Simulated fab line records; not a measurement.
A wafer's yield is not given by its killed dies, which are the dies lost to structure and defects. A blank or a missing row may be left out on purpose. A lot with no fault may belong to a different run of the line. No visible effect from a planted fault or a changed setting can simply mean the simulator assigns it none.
fab line records | flow n5Finfet
[record] lots = 6 wafers = 18 lastDay = 17
route steps=1938 shown BEOL_M10@1535 BEOL_M11@1536
lots with no fault: from the same line, run without faults
startH: hours from the record's first day to the start of the lot's first wafer shown | waitH: time in hours since the lot's previous step | " identical to the entry in the row above | L1.1+2: a single row standing in for several wafers | - no value, or no start was given | * or withheld: withheld | < > ~ a bound
route shown NAME@n: names a module that has steps shown in the file, with the first one's number in the route | usual: mean/standard deviation taken from wafers without a fault | same: alike in all rows | chamber/n: place in a boat | sites: readings site by site | _std_site: the standard deviation of these | _edge_site: inner sites' mean taken away from outer sites' mean | radiusMm: for every site, how far away it sits from the centre of the wafer | mask NAME#n: copy n | behind: the tool/chamber that last shaped the wafer | hold: the reason the lot was held/the length of the hold in hours/how it ended | device: transistor that didn't switch, given as n, p or np | end of line: the tests these same wafers got at the end of their route | step lacking rows: just its recipe | killed: the dies lost at the first sort to structure and to defects; this is not the yield of the wafer | map: the dies of a wafer, with x for killed, . for not killed, _ for no die there
set.NAME: setting as actually run; set.NAME@STEP: the setting as run at that earlier step | model.NAME: the simulator's own value behind a step, which no gauge read
lots at some steps of the route; a table a step, a row a wafer
services: the hour from which a tool's chamber was out of use, counted from the record's first day as startH (under 0 if before that day), plus the number of hours and why
[[steps]]
[step N5_BEOL_M10_INSPECT_58]
[recipe] inspectInstrument = darkfield mode = postDep
[usual] rawDefectCount = 74/24
// columns lot.wafer tool chamber startH waitH rawDefectCount
L107.2 defectInspect-01 - 226.88 0.0 47
L107.3 " - " " 84
L107.6 " - " " 62
L115.2 defectInspect-01 - 271.04 0.0 62
L115.4 " - " " 60
L115.6 " - " " 97
L118.2 defectInspect-02 - 302.29 0.0 89
L118.3 " - " " 132
L118.4 " - " " 66
L126.3 defectInspect-02 - 343.25 0.0 67
L126.5 " - " " 71
L126.6 " - " " 58
L125.1 defectInspect-01 - 344.71 0.0 99
L125.3 " - " " 88
L125.6 " - " " 61
L129.3 defectInspect-01 - 356.43 0.0 90
L129.4 " - " " 89
L129.5 " - " " 89
[step N5_BEOL_M11_ILD_DEP_00]
[recipe] material = SiCOH_lowk targetThkA = 3085.1 tempC = 300 precursor = DEMS/porogen pressureTorr = 5 rfW = 500 timeS = 58
[usual] heaterPowerW = 332/56 showerheadPlenumPTorr = 5.744/0.013 throttleValvePct = 13.9/0.81
// columns lot.wafer tool chamber startH waitH heaterPowerW showerheadPlenumPTorr throttleValvePct
L107.2 pecvd-02 1 226.92 0.0 294 5.727 14.4
L107.3 " 0 " " 270 5.751 14.6
L107.6 " 0 " " 282 5.741 14.5
L115.2 pecvd-04 0 271.07 0.0 447 5.752 13.8
L115.4 " 0 " " 459 5.742 14.1
L115.6 " 2 " " 364 5.721 15.1
L118.2 pecvd-02 1 302.33 0.0 313 5.747 14.7
L118.3 " 2 " " 295 5.749 12.7
L118.4 " 1 " " 247 5.738 14.7
L126.3 pecvd-04 0 343.29 0.0 428 5.737 14.1
L126.5 " 2 " " 322 5.731 15.2
L126.6 " 1 " " 349 5.758 13.5
L125.1 pecvd-02 0 344.75 0.0 278 5.742 14.8
L125.3 " 1 " " 286 5.739 14.5
L125.6 " 2 " " 307 5.739 13.0
L129.3 pecvd-04 1 356.46 0.0 379 5.755 13.8
L129.4 " 2 " " 338 5.739 15.4
L129.5 " 1 " " 299 5.766 13.6
[step N5_BEOL_M11_CURE_71]
[recipe] tempC = 385 timeS = 240 ambient = He/Ar material = SiCOH_lowk
[usual] lampPowerPct = 52.31/0.054 wafer_temp_C_max = 386.9/0.5
// columns lot.wafer tool chamber startH waitH lampPowerPct wafer_temp_C_max
L107.2 uvCure-03 1 227.86 0.9 52.27 387.2
L107.3 " 1 " " 52.31 386.3
L107.6 " 1 " " 52.23 387.0
L115.2 uvCure-01 0 271.23 0.1 52.31 386.2
L115.4 " 0 " " 52.33 386.4
L115.6 " 0 " " 52.24 386.5
L118.2 uvCure-03 0 302.49 0.1 52.29 388.6
L118.3 " 0 " " 52.29 386.7
L118.4 " 0 " " 52.32 387.3
L126.3 uvCure-03 0 343.57 0.3 52.20 387.5
L126.5 " 0 " " 52.31 387.1
L126.6 " 0 " " 52.36 386.7
L125.1 uvCure-02 2 344.83 0.0 52.27 386.4
L125.3 " 2 " " 52.32 386.7
L125.6 " 2 " " 52.26 386.5
L129.3 uvCure-01 1 356.70 0.2 52.27 386.2
L129.4 " 1 " " 52.27 386.7
L129.5 " 1 " " 52.32 386.4
[step N5_BEOL_M11_THK_MEAS_01]
[recipe] reads = SiCOH_lowk_of_BEOL_M11_ILD_DEP_00
[usual] M11_ILD_THK = 269/3.9
// columns lot.wafer tool chamber startH waitH M11_ILD_THK[nm]
L107.2 filmMetro-01 - 228.70 0.7 270
L107.3 " - " " 269
L107.6 " - " " 269
L115.2 filmMetro-02 - 271.67 0.4 268
L115.4 " - " " 273
L115.6 " - " " 271
L118.2 filmMetro-02 - 302.92 0.4 269
L118.3 " - " " 260
L118.4 " - " " 274
L126.3 filmMetro-02 - 343.92 0.3 268
L126.5 " - " " 270
L126.6 " - " " 271
L125.1 filmMetro-01 - 345.34 0.4 267
L125.3 " - " " 270
L125.6 " - " " 270
L129.3 filmMetro-01 - 357.05 0.3 261
L129.4 " - " " 264
L129.5 " - " " 264
[step N5_BEOL_M11_PECVD_70]
[recipe] material = SiO2 targetThkA = 200 tempC = 400 precursor = TEOS/O2 pressureTorr = 5.5 rfW = 450 teosFlowSccm = 53.8 gas = O2 flowSccm = 3000 timeS = 22.7
[usual] heaterPowerW = 755/96 showerheadPlenumPTorr = 8.80/0.048 throttleValvePct = 22.5/1.3
// columns lot.wafer tool chamber startH waitH heaterPowerW showerheadPlenumPTorr throttleValvePct
L107.2 pecvd-04 2 228.73 0.0 776 8.74 24.3
L107.3 " 0 " " 815 8.79 22.5
L107.6 " 0 " " 831 8.78 22.7
L115.2 pecvd-02 2 271.70 0.0 741 8.80 20.6
L115.4 " 2 " " 753 8.80 20.5
L115.6 " 1 " " 683 8.76 23.5
L118.2 pecvd-03 2 302.96 0.0 545 8.83 21.3
L118.3 " 0 " " 748 8.84 20.9
L118.4 " 0 " " 761 8.84 20.7
L126.3 pecvd-04 0 343.96 0.0 861 8.78 22.7
L126.5 " 1 " " 712 8.80 22.0
L126.6 " 2 " " 779 8.74 24.4
L125.1 pecvd-03 2 345.38 0.0 621 8.81 21.2
L125.3 " 0 " " 630 8.84 21.2
L125.6 " 0 " " 633 8.82 20.8
L129.3 pecvd-03 1 357.09 0.0 815 8.89 23.1
L129.4 " 1 " " 794 8.89 22.6
L129.5 " 2 " " 584 8.84 21.3
[step N5_BEOL_M11_HM_DEP_02]
[recipe] material = TiN targetThkA = 200 tempC = 25 chamberPressurePa = 0.49996
[usual] substrateTempC = 25.00/0.11 throttleValvePct = 29.8/1.3
// columns lot.wafer tool chamber startH waitH substrateTempC throttleValvePct
L107.2 pvdSputter-02 - 230.49 1.7 25.04 32.2
L107.3 " - " " 24.85 27.9
L107.6 " - " " 25.17 32.2
L115.2 pvdSputter-02 - 275.18 3.5 24.90 30.8
L115.4 " - " " 24.99 27.9
L115.6 " - " " 25.19 32.5
L118.2 pvdSputter-03 - 305.28 2.3 25.08 30.0
L118.3 " - " " 24.92 28.3
L118.4 " - " " 25.29 30.1
L126.3 pvdSputter-01 - 344.39 0.4 24.83 28.7
L126.5 " - " " 25.04 30.5
L126.6 " - " " 25.07 29.1
L125.1 pvdSputter-03 - 346.57 1.2 25.00 28.5
L125.3 " - " " 25.09 30.0
L125.6 " - " " 25.15 28.4
L129.3 pvdSputter-02 - 359.49 2.4 25.10 30.6
L129.4 " - " " 24.89 27.9
L129.5 " - " " 24.78 27.7
[step N5_BEOL_M11_COAT_59]
[recipe] resist = SOC tempC = 250 timeS = 60 spinRpm = 1500 resistThkNm = 100
[step N5_BEOL_M11_COAT_60]
[recipe] resist = SiARC tempC = 220 timeS = 60 spinRpm = 1500 resistThkNm = 30
[step N5_BEOL_M11_COAT_05]
[recipe] resist = CAR-ArF spinRpm = 1500 resistThkNm = 90
[step N5_BEOL_M11_EBR_07]
[recipe] solvent = PGMEA ebrWidthMm = 1.5
[step N5_BEOL_M11_SOFTBAKE_06]
[recipe] tempC = 110 timeS = 60 resist = CAR-ArF
[step N5_BEOL_M11_EXPOSE_08]
[recipe] maskId = M11 na = 1.35 sourceShape = dipole sigmaInner = 0.411 sigmaOuter = 0.611 polarization = te doseMj = 53.75
[step N5_BEOL_M11_PEB_09]
[recipe] pebTempC = withheld pebTimeS = 60 resist = CAR-ArF
[usual] chillPlateTempC = 23.01/0.12 exhaustPa = 45.3/0.93
// columns lot.wafer tool chamber startH waitH chillPlateTempC exhaustPa
L107.2 lithoTrack-04 0 230.81 0.0 22.99 46.4
L107.3 " 0 " " 23.21 46.3
L107.6 " 0 " " 23.36 46.3
L115.2 lithoTrack-03 0 275.61 0.0 23.16 45.0
L115.4 " 0 " " 23.24 46.8
L115.6 " 0 " " 23.19 44.9
L118.2 lithoTrack-02 0 305.71 0.0 22.91 45.6
L118.3 " 0 " " 23.03 45.5
L118.4 " 0 " " 23.01 43.9
L126.3 lithoTrack-02 - 344.70 0.0 - -
L126.5 " - " " - -
L126.6 " - " " - -
L125.1 lithoTrack-04 - 347.00 0.1 - -
L125.3 " - " " - -
L125.6 " - " " - -
L129.3 lithoTrack-02 0 359.92 0.0 23.12 44.5
L129.4 " 0 " " 23.07 45.2
L129.5 " 0 " " 23.12 45.0
[step N5_BEOL_M11_DEVELOP_10]
[recipe] developTimeS = 30 developer = TMAH resist = CAR-ArF rinseLiquid = diw dry = airSpin devTempC = 23
[[services]]
// columns tool chamber startH hours kind
pecvd-03 0 209.19 2.1 scheduledDown
pecvd-04 1 215.42 16.5 scheduledDown
uvCure-01 - 232.86 7.5 pm
pecvd-02 0 251.39 5.1 repair
uvCure-03 - 256.48 1.0 pm
uvCure-01 - 277.48 14.6 pm
pecvd-04 1 287.78 2.1 scheduledDown
uvCure-02 - 302.00 1.9 repair
uvCure-02 - 337.49 2.1 pm
pvdSputter-01 - 346.24 2.4 repair
[[key]]
[firstSign] step = N5_BEOL_M11_PEB_09 reading = toolRecord direction = missing
effect none on later readings
metAt N5_BEOL_M11_PEB_09
struckWafers L125.1,L125.3,L125.6,L126.3,L126.5,L126.6
laterRowsLeftOut L125.1,L125.3,L125.6,L126.3,L126.5,L126.6
sortLeftOut L125.1,L125.3,L125.6,L126.3,L126.5,L126.6
onsetBetween 305.71 344.70
[fault] kind = skippedStepWhole tool = lithoTrack-02,lithoTrack-04 chamber = - onsetH = 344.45 steps = N5_BEOL_M11_PEB_09 scope = struckLotsOnly
// sortLeftOut: the simulated sort isn't trusted on such a fault, so these wafers' sort isn't shown, and their yield isn't known
// laterRowsLeftOut: the simulator's readings of these wafers behind a module that went badly wrong aren't trusted and aren't shown, but for the sort
